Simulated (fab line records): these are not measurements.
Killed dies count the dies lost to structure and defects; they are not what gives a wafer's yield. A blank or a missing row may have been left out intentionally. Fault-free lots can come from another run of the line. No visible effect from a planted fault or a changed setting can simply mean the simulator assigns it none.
The tool behind it: which one? -- flow nand harc -- Sampling: 24 lots, 72 wafers, 5 of 1159 route steps

## WHAT EACH GAUGE READ, for each wafer
NHARC_A_SGD_CUT_INSPECT_25. Usual: 287 for raw defect count, sd 65.
lot,measured,on,raw defect count,flag
L074,day 13 21:16,defect inspect-01,231 191 265,
L075,day 14 16:02,defect inspect-02,378 365 335,
L077,day 14 16:10,defect inspect-01,300 207 253,
L076,day 14 16:22,defect inspect-01,262 336 319,
L078,day 15 04:16,defect inspect-02,193 289 192,
L079,day 15 04:17,defect inspect-01,289 351 319,
L081,day 15 17:11,defect inspect-01,360 362 335,
L082,day 15 22:10,defect inspect-02,189 190 188,
L080,day 16 11:30,defect inspect-02,308 359 395,
L085,day 16 11:34,defect inspect-02,338 224 230,
L083,day 16 11:45,defect inspect-02,239 253 294,
L084,day 16 19:50,defect inspect-01,290 291 380,
L087,day 17 05:58,defect inspect-02,366 354 362,
L086,day 17 06:01,defect inspect-01,309 300 276,
L088,day 17 15:43,defect inspect-01,344 309 314,
L089,day 17 16:10,defect inspect-01,345 278 226,
L090,day 18 12:07,defect inspect-02,210 289 268,
L091,day 18 12:07,defect inspect-01,339 310 296,
L093,day 18 19:37,defect inspect-01,331 299 170,
L092,day 18 19:37,defect inspect-02,226 277 263,
L094,day 19 02:25,defect inspect-01,286 333 343,
L095,day 19 02:25,defect inspect-02,230 308 250,
L097,day 19 16:23,defect inspect-02,186 191 251,
L096,day 20 00:41,defect inspect-02,371 380 279,

NHARC_A_CONTACT_OVL_MEAS_43. Usual: overlay x nm -0.2 nm, standard deviation 0.87; overlay y nm -0.1 nm, standard deviation 0.57.
lot,measured,on,overlay x nm (nm),overlay y nm (nm),flag
L074,day 16 02:49,overlay-01,-1.8 -1.5 -1.8,0.7 0.9 1.2,
L075,day 16 15:49,overlay-02,-0.7 -0.6 -0.6,-0.4 -0.1 -0.7,
L077,day 16 19:44,overlay-01,2.4 1.6 1.8,-0.1 -0.6 -0.7,
L076,day 16 20:07,overlay-01,-0.2 -0.2 0.1,-1.1 -0.6 -0.9,
L078,day 17 06:04,overlay-01,0.8 1.2 1.1,-0.3 -0.7 -0.5,
L079,day 17 11:58,overlay-01,-0.5 -0.4 -0.5,0.7 0.1 0.1,
L081,day 17 22:28,overlay-01,0.9 0.5 0.4,-0.1 -0.3 0.4,
L082,day 18 00:38,overlay-02,0.2 0.4 0.4,0.5 0.3 0.3,
L080,day 18 17:39,overlay-01,0.0 -0.8 -0.7,0.2 -0.2 0.0,
L085,day 18 12:41,overlay-02,0.6 1.4 -0.1,-0.2 0.0 -0.1,
L083,day 18 12:50,overlay-01,0.1 0.4 0.6,0.3 0.3 -0.2,
L084,day 18 22:20,overlay-02,-0.7 -0.6 -0.9,-0.1 0.2 -0.6,
L087,day 19 04:52,overlay-01,-0.4 -0.6 0.0,0.2 -0.2 0.3,
L086,day 19 03:50,overlay-01,0.7 1.4 1.2,1.1 0.9 0.7,
L088,day 19 16:30,overlay-02,0.0 0.0 -0.2,-0.1 -0.2 -0.1,
L089,day 19 16:49,overlay-02,-1.1 -0.9 -0.7,0.0 0.8 0.4,
L090,day 20 10:07,overlay-02,-1.0 -0.6 -0.7,0.7 0.9 0.7,
L091,day 20 11:15,overlay-01,0.8 0.1 1.0,-1.0 -0.8 -1.0,
L093,day 20 19:28,overlay-02,-0.8 -0.4 -0.3,0.7 0.9 0.7,
L092,day 20 19:52,overlay-01,-1.5 -0.5 -1.0,-0.7 -0.9 -0.9,
L094,day 21 02:50,overlay-02,-0.2 -0.5 0.0,-0.7 -0.7 -0.3,
L095,day 21 08:28,overlay-01,-1.2 -1.4 -0.9,-0.1 0.2 -0.2,
L097,day 21 23:01,overlay-02,-1.1 -1.0 -0.7,0.1 -0.6 -0.2,
L096,day 22 14:05,overlay-02,-0.4 -0.4 0.0,-0.5 -0.6 -0.4,

## WHAT TOOL EACH LOT RAN ON (gives the tool, then ch and the chambers of the sampled wafers, and finally the start)
lot,NHARC_A_SLIT_DESCUM_14,NHARC_A_CONTACT_DEP_24,NHARC_A_CONTACT_DEP_29
L074,"rie diel-12 ch 0,1,3, day 14 00:33","pecvd-04 ch 0,1, day 15 21:49","pecvd-04 ch 0,1,2, day 16 02:08"
L075,"rie diel-12 ch 0,1,2, day 14 20:43","pecvd-03 ch 0,1, day 16 10:23","pecvd-03 ch 0,1,2, day 16 15:08"
L077,"rie diel-12 ch 0,2,3, day 14 22:07","pecvd-03 ch 1,2, day 16 14:17","pecvd-03 ch 1,2, day 16 18:54"
L076,"rie diel-06 ch 0,3, day 14 22:24","pecvd-02 ch 0,1,2, day 16 14:49","pecvd-02 ch 0,1,2, day 16 19:22"
L078,"rie diel-12 ch 0,3, day 15 07:43","pecvd-02 ch 0,2, day 17 02:22","pecvd-04 ch 1,2, day 17 05:11"
L079,"rie diel-03 ch 0,3, day 15 07:55","pecvd-04 ch 1,2, day 17 06:44","pecvd-04 ch 1,2, day 17 11:04"
L081,"rie diel-06 ch 0,1,3, day 15 21:54","pecvd-04 ch 1,2, day 17 16:13","pecvd-04 ch 0,2, day 17 21:41"
L082,"rie diel-03 ch 2,3, day 16 03:16","pecvd-04 ch 0,2, day 17 20:28","pecvd-02 ch 0,1,2, day 17 23:53"
L080,"rie diel-03 ch 0,1,3, day 16 15:56","pecvd-04 ch 0,1, day 18 13:30","pecvd-04 ch 1,2, day 18 16:50"
L085,"rie diel-12 ch 0,1,3, day 16 16:20","pecvd-03 ch 0,2, day 18 09:10","pecvd-02 ch 0,1, day 18 11:52"
L083,"rie diel-06 ch 0,2,3, day 16 17:49","pecvd-04 ch 0,1, day 18 09:13","pecvd-03 ch 1,2, day 18 12:02"
L084,"rie diel-06 ch 0,1,3, day 17 00:07","pecvd-04 ch 0,1,2, day 18 18:46","pecvd-03 ch 0,1,2, day 18 21:37"
L087,"rie diel-06 ch 1,2, day 17 09:47","pecvd-03 ch 0,2, day 19 00:20","pecvd-04 ch 0,1, day 19 04:04"
L086,"rie diel-06 ch 0,1,3, day 17 09:38","pecvd-03 ch 0,1,2, day 18 23:27","pecvd-03 ch 0,1,2, day 19 03:01"
L088,"rie diel-12 ch 0,1,2, day 17 20:17","pecvd-03 ch 0,1,2, day 19 12:59","pecvd-02 ch 0,1,2, day 19 15:49"
L089,"rie diel-03 ch 1,2, day 17 20:38","pecvd-02 ch 0,1, day 19 13:15","pecvd-02 ch 0,2, day 19 16:03"
L090,"rie diel-03 ch 0,1, day 18 15:22","pecvd-04 ch 0,2, day 20 05:40","pecvd-04 ch 1,2, day 20 09:29"
L091,"rie diel-12 ch 1,2,3, day 18 15:31","pecvd-02 ch 0,1,2, day 20 05:49","pecvd-03 ch 1,2, day 20 10:24"
L093,"rie diel-03 ch 2,3, day 18 23:49","pecvd-04 ch 0,1,2, day 20 15:59","pecvd-02 ch 2, day 20 18:43"
L092,"rie diel-12 ch 2,3, day 19 00:13","pecvd-04 ch 0,1,2, day 20 16:14","pecvd-04 ch 0,1,2, day 20 19:03"
L094,"rie diel-06 ch 1,2,3, day 19 05:56","pecvd-02 ch 0,1,2, day 20 21:58","pecvd-02 ch 0,1, day 21 02:01"
L095,"rie diel-03 ch 1,2,3, day 19 06:56","pecvd-04 ch 0,1, day 21 02:14","pecvd-03 ch 0,1, day 21 07:39"
L097,"rie diel-12 ch 0,1,3, day 19 21:12","pecvd-02 ch 0,2, day 21 19:31","pecvd-03 ch 0,1,2, day 21 22:22"
L096,"rie diel-03 ch 0,1,3, day 20 03:49","pecvd-04 ch 0,2, day 22 10:20","pecvd-04 ch 0,1, day 22 13:18"
- NHARC_A_SLIT_DESCUM_14: chemistry O2, time 3 s.
- NHARC_A_CONTACT_DEP_24: deposits SiO2, target thk 500 nm.
- NHARC_A_CONTACT_DEP_29: deposits SiON, target thk 70 nm.

## AS READ BY THE TOOLS THEMSELVES (means over the sampled wafers that have a number; for cases with no such wafer, the mark the record gives instead)
NHARC_A_SLIT_DESCUM_14. Usual: drypump motor current A 5.7 A, standard deviation 0.39; oes product au 0.996 a.u., standard deviation 0.011; rf vpp V 57.7 V, standard deviation 0.95; showerhead plenum p Torr 1.88 Torr, standard deviation 0.083; throttle valve pct 11.310 %, standard deviation 0.0094.
lot,tool,drypump motor current A (A),oes product au (a.u.),rf vpp V (V),showerhead plenum p Torr (Torr),throttle valve pct (%),flag
L074,rie diel-12,5.7,0.982,56.2,1.82,11.305,
L075,rie diel-12,5.7,0.992,57.4,1.84,11.309,
L077,rie diel-12,5.7,0.998,57.4,1.87,11.323,
L076,rie diel-06,5.7,0.999,59.4,2.03,11.317,
L078,rie diel-12,5.8,0.993,57.8,1.84,11.313,
L079,rie diel-03,5.3,1.004,57.8,1.84,11.308,
L081,rie diel-06,5.9,0.999,58.5,2.00,11.305,
L082,rie diel-03,5.9,1.006,57.3,1.79,11.320,
L080,rie diel-03,5.5,1.003,57.3,1.88,11.308,
L085,rie diel-12,5.7,0.982,57.9,1.82,11.306,
L083,rie diel-06,5.5,0.991,57.6,1.96,11.301,
L084,rie diel-06,5.9,1.005,58.4,2.00,11.319,
L087,rie diel-06,6.0,1.002,58.0,1.92,11.299,
L086,rie diel-06,5.9,1.006,58.5,2.00,11.309,
L088,rie diel-12,5.6,0.991,58.4,1.84,11.308,
L089,rie diel-03,5.8,1.006,58.0,1.89,11.310,
L090,rie diel-03,5.8,0.986,57.6,1.91,11.310,
L091,rie diel-12,5.7,0.991,56.9,1.85,11.313,
L093,rie diel-03,5.5,0.999,57.6,1.81,11.307,
L092,rie diel-12,5.7,1.002,57.0,1.90,11.317,
L094,rie diel-06,5.7,1.002,57.9,1.93,11.306,
L095,rie diel-03,5.6,1.001,57.6,1.85,11.313,
L097,rie diel-12,5.7,0.990,57.5,1.82,11.314,
L096,rie diel-03,5.5,1.000,57.4,1.88,11.310,

NHARC_A_CONTACT_DEP_24. Usual: heater power w 556 W, standard deviation 89; throttle valve pct 16.0 %, standard deviation 0.49.
lot,tool,heater power w (W),throttle valve pct (%),flag
L074,pecvd-04,527,16.2,
L075,pecvd-03,632,16.1,
L077,pecvd-03,576,16.0,
L076,pecvd-02,555,15.7,
L078,pecvd-02,539,16.2,
L079,pecvd-04,584,15.5,
L081,pecvd-04,539,15.6,
L082,pecvd-04,558,16.3,
L080,pecvd-04,516,16.3,
L085,pecvd-03,570,16.2,
L083,pecvd-04,514,16.3,
L084,pecvd-04,576,15.8,
L087,pecvd-03,561,16.1,
L086,pecvd-03,593,16.3,
L088,pecvd-03,589,16.3,
L089,pecvd-02,569,15.5,
L090,pecvd-04,511,16.3,
L091,pecvd-02,558,15.9,
L093,pecvd-04,543,16.0,
L092,pecvd-04,575,16.0,
L094,pecvd-02,586,15.7,
L095,pecvd-04,547,16.4,
L097,pecvd-02,458,16.0,
L096,pecvd-04,477,16.1,

NHARC_A_CONTACT_DEP_29. Usual: 753 W for heater power w, sd 89.
lot,tool,heater power w (W),flag
L074,pecvd-04,773,
L075,pecvd-03,762,
L077,pecvd-03,754,
L076,pecvd-02,723,
L078,pecvd-04,750,
L079,pecvd-04,795,
L081,pecvd-04,743,
L082,pecvd-02,775,
L080,pecvd-04,759,
L085,pecvd-02,756,
L083,pecvd-03,753,
L084,pecvd-03,775,
L087,pecvd-04,760,
L086,pecvd-03,784,
L088,pecvd-02,688,
L089,pecvd-02,707,
L090,pecvd-04,731,
L091,pecvd-03,756,
L093,pecvd-02,841,
L092,pecvd-04,756,
L094,pecvd-02,620,
L095,pecvd-03,732,
L097,pecvd-03,739,
L096,pecvd-04,725,

## THE ANSWER, worked out from the rows above alone
Rule: a lot counts as off when the mean over its wafers that have a number is more than 3 standard deviations away from the usual mean. A lot without any number at a reading at which 4 lots or more have one is off too. Any other lot the step has rows for is counted as sound. After the gauges, taken in route order, come the tools' own readings; for these a lot's mean is taken, as printed above. The first step at which some lot is off is used, and at that step the reading that is off furthest; a lot without a number counts as furthest.
Nothing can be told from this: no lot is off at any reading shown.

## WHAT THE SIMULATOR PUT IN
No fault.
